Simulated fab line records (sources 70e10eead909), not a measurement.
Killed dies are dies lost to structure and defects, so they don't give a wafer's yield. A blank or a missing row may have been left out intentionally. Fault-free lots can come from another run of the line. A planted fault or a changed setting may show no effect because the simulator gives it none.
Chamber matching	flow nand_harc	NHARC_A_CHANNEL_FILL_D1_ALD_16 on ald_hk-04 has 4 sister chambers
The step deposits SiO2, target thk 1.5 nm, pulse time 10 s, ald cycles 15. 4 wafers are shown with their chamber, then 12 later ones without.

## WAFERS WITH THEIR CHAMBER
wafer	chamber	heater_power_w (W)
L083.5	0	489
L083.4	3	460
L084.3	2	483
L084.5	1	464

## WAFERS WITH NO CHAMBER GIVEN
wafer	heater_power_w (W)
L085.2	487
L085.4	464
L085.6	469
L086.3	480
L086.5	468
L086.6	482
L088.1	488
L088.5	464
L088.6	502
L090.2	477
L090.3	480
L090.4	485

## WHICH CHAMBER EACH WENT THROUGH
wafer	from the rows above	in truth
L085.2	can't be placed: 0 or 2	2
L085.4	can't be placed: 1 or 3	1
L085.6	can't be placed: 1 or 3 or 2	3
L086.3	can't be placed: 2 or 0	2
L086.5	can't be placed: 1 or 3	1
L086.6	can't be placed: 2 or 0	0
L088.1	can't be placed: 0 or 2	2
L088.5	can't be placed: 1 or 3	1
L088.6	can't be placed: 0 or 2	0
L090.2	can't be placed: 2 or 0 or 1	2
L090.3	can't be placed: 2 or 0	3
L090.4	can't be placed: 2 or 0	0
Correctly placed: 0 of 12. Can't be placed from these rows: 12 (the true chamber is among the candidates in 11). Placed wrongly: 0.
How it was worked out, from the rows above alone: a wafer's distance from a chamber is the root of the sum, over the readings, of the square of ((its reading less the chamber's mean) divided by the reading's scatter). If the next closest chamber is less than 2 further off than the closest, the wafer can't be placed; otherwise it belongs to the closest. Each chamber's mean is taken over the wafers shown for it. The scatter: with one shown wafer a chamber, the root of the mean of the squares of how far each hidden wafer lies from its nearest shown one.
